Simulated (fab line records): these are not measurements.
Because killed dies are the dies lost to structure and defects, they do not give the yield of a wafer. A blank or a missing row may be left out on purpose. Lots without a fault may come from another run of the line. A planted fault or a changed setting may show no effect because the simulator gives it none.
8D (eight disciplines) problem report, filled in by code || flow n5_finfet || the parts of the form that need people (team, actions taken, sign-off) are left out

== 1. WHAT IS WRONG ==
A mean of 30.4 s is read at N5_BEOL_M8_ETCH_65 for etch_rf_on_time_s, taken on 1 wafer of 1 lot, against 26.3 s (standard deviation 0.97) on wafers free of any fault. Measured from the usual mean, that is +4.2 standard deviations.
The step: etches SiARC in CF4, target depth 15.6 nm, time 26 s.
Earliest sighting: wafer L189.2 on rie_diel-05 at day 11 09:17. The record holds 25 wafers of 10 lots with a number at this step. Rule for "out" (also "out of limits"): further than 4 standard deviations from the usual mean. All remaining wafers that have a number are taken as sound.

== 2. WHAT IT IS, AND WHAT IT ISN'T ==
{"question": "which readings at this step", "is": "etch_rf_on_time_s", "is not": "drypump_motor_current_A, oes_product_au, rf_vpp_V, showerhead_plenum_p_Torr, throttle_valve_pct"}
{"question": "which lots", "is": "L189", "is not": "L181, L182, L183, L186, L197, L199, L202, L203, L204"}
{"question": "which wafers of those lots", "is": "L189.2", "is not": "L189.4"}
{"question": "read on which tools", "is": "rie_diel-05", "is not": "rie_diel-03, rie_diel-06"}
{"question": "when", "is": "from day 11 09:17", "is not": "up to then (11 sound wafers); but 13 sound wafers of L197, L199, L202, L203, L204 came after"}

== 3. THE SUSPECTS, EACH WITH WHAT RULES IT OUT ==
Counting: if a tool at a process step up to the reading ran every lot that is out, it stays a suspect. Sound lots after the first of them don't rule it out here, since some wafers of a struck lot are sound.
- rie_diel-05 at N5_BEOL_M8_ETCH_61 (etches SiARC in CF4, target depth 45.5 nm, time 75.8 s): kept. It processed L189, the lot that is out, at day 11 08:19, and its most recent sound lot before then was L181 at day 10 08:54.
- rie_diel-05 at N5_BEOL_M8_ETCH_65 (etches SiARC in CF4, target depth 15.6 nm, time 26 s): kept. It processed L189, the lot that is out, at day 11 09:17, and its most recent sound lot before then was L181 at day 10 10:54. Out on those wafers are its own readings of etch_rf_on_time_s.
- Within rie_diel-05 at N5_BEOL_M8_ETCH_61: the wafers that are out ran in chamber 3; their sound lot-mates ran in chamber 2.
- Within rie_diel-05 at N5_BEOL_M8_ETCH_65: the wafers that are out ran in chamber 0; their sound lot-mates ran in chamber 1.
What counting leaves: rie_diel-05 at N5_BEOL_M8_ETCH_61 and rie_diel-05 at N5_BEOL_M8_ETCH_65.

== 4. THE CAUSE (what the simulator had put in) ==
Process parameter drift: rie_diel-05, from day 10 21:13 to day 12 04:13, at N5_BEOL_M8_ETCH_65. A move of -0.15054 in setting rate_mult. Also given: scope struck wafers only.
2 suspects survive the count, and this tool is in that group.

== 5. SEQUENCE OF EFFECTS, ordered by route ==
Each row: a reading whose mean over the struck wafers that have a number lies more than 3 standard deviations from the usual. Readings are gone through only where the record gives a usual standard deviation; hours: the median, over the lots, of the time from a lot's start at the first step in this table giving one to that lot's start at this step; sigmas: the change measured in usual standard deviations.
{"hours": 0, "step": "N5_BEOL_M8_ETCH_65", "reading": "etch_rf_on_time_s", "usual": "26.3 s", "on struck wafers": 30.4, "change": "+4.1", "sigmas": "+4.2"}
Here are the process steps it includes:
- N5_BEOL_M8_ETCH_65: etches SiARC in CF4, target depth 15.6 nm, time 26 s.

== 6. WHAT WOULD HAVE CAUGHT IT SOONER ==
First out-of-limits reading in this record: day 11 09:17, which is 12 hours after fault onset at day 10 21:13.
